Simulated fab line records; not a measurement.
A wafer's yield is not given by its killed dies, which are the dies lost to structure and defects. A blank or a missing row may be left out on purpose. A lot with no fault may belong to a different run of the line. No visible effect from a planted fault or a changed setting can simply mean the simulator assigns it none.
Chamber matching :: flow nand harc :: NHARC_A_CHANNEL_HOLE_D1_DEP_01 on pecvd-02: 3 sister chambers
The step deposits SiON, target thk 140 nm. 3 wafers are shown with their chamber, then 11 later ones without.

WAFERS, EACH WITH ITS CHAMBER
wafer: L087.2
chamber: 1
heater power w (W): 710

wafer: L087.4
chamber: 2
heater power w (W): 900

wafer: L088.2
chamber: 0
heater power w (W): 653

WAFERS WHOSE CHAMBER IS MISSING
wafer: L088.5
heater power w (W): 564

wafer: L088.6
heater power w (W): 676

wafer: L092.1
heater power w (W): 931

wafer: L092.2
heater power w (W): 732

wafer: L092.5
heater power w (W): 935

wafer: L096.1
heater power w (W): 888

wafer: L096.3
heater power w (W): 592

wafer: L096.5
heater power w (W): 597

wafer: L097.2
heater power w (W): 688

wafer: L097.3
heater power w (W): 652

wafer: L097.4
heater power w (W): 822

CHAMBER TAKEN BY EACH
wafer: L088.5
from the rows above: can't be placed: 0 or 1
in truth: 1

wafer: L088.6
from the rows above: can't be placed: 0 or 1
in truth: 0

wafer: L092.1
from the rows above: 2
in truth: 2

wafer: L092.2
from the rows above: can't be placed: 1 or 0
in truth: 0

wafer: L092.5
from the rows above: 2
in truth: 2

wafer: L096.1
from the rows above: 2
in truth: 2

wafer: L096.3
from the rows above: can't be placed: 0 or 1
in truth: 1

wafer: L096.5
from the rows above: can't be placed: 0 or 1
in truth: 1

wafer: L097.2
from the rows above: can't be placed: 1 or 0
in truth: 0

wafer: L097.3
from the rows above: can't be placed: 0 or 1
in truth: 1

wafer: L097.4
from the rows above: can't be placed: 2 or 1 or 0
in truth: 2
Correct placement for 3 of the 11. Cannot be placed on the basis of these rows: 8; the candidates contain the true chamber in 8. Placed wrongly: 0.
How it was worked out, from the rows above alone: a wafer's distance from a chamber is the root of the sum, over the readings, of the square of ((its reading less the chamber's mean) divided by the reading's scatter). The wafer belongs to the nearest chamber; if the next one is less than 2 further off, it can't be placed. For every chamber, the mean is computed from those of its wafers that are shown. The scatter (one wafer shown for each chamber): square how far every hidden wafer sits from the nearest shown wafer, average those squares and take the square root.
